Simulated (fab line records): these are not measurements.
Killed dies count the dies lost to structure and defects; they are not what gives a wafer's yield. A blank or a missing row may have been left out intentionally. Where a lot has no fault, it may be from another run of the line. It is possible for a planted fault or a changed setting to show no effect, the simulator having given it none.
Matching of chambers | flow nand-harc | 4 sister chambers for NHARC_A_WL_FILL_ALD_19 on ald-metal-03
The step deposits TiN, target thk 2 nm, pulse time 3 s, ald cycles 100. 8 wafers are shown with their chamber, then 9 later ones without.

WAFERS, EACH WITH ITS CHAMBER
wafer  | chamber | heater-power-w (W) | precursor-pulse-height-rel
L077.5 | 3       | 996                | 0.998
L079.3 | 0       | 972                | 0.979
L085.2 | 3       | 986                | 0.997
L085.3 | 2       | 861                | 1.047
L085.5 | 2       | 909                | 1.004
L091.2 | 1       | 1253               | 1.011
L091.5 | 0       | 954                | 1.012
L091.6 | 1       | 1245               | 0.994

WAFERS WITHOUT THEIR CHAMBER
wafer  | heater-power-w (W) | precursor-pulse-height-rel
L092.1 | 1273               | 1.009
L092.4 | 991                | 0.979
L092.5 | 884                | 1.029
L095.3 | 1004               | 1.004
L095.4 | 871                | 0.989
L095.5 | 1251               | 1.005
L097.2 | 1007               | 1.024
L097.4 | 874                | 1.027
L097.6 | 980                | 1.020

CHAMBER TAKEN BY EACH
wafer  | from the rows above     | in truth
L092.1 | 1                       | 1
L092.4 | can't be placed: 3 or 0 | 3
L092.5 | 2                       | 2
L095.3 | can't be placed: 3 or 0 | 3
L095.4 | 2                       | 2
L095.5 | 1                       | 1
L097.2 | can't be placed: 3 or 0 | 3
L097.4 | 2                       | 2
L097.6 | can't be placed: 3 or 0 | 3
Placed correctly: 5 of 9. These rows do not allow placing 4 (true chamber among the candidates in 4). Number placed wrongly: 0.
How it was worked out, from the rows above alone: a wafer's distance from a chamber is the root of the sum, over the readings, of the square of ((its reading less the chamber's mean) divided by the reading's scatter). If the next closest chamber is less than 2 further off than the closest, the wafer can't be placed; otherwise it belongs to the closest. The mean given for a chamber averages the wafers shown for that chamber. The scatter is the square root of a quotient: the sum, over the shown wafers, of each reading's squared deviation from its chamber's mean, divided by wafers minus chambers.
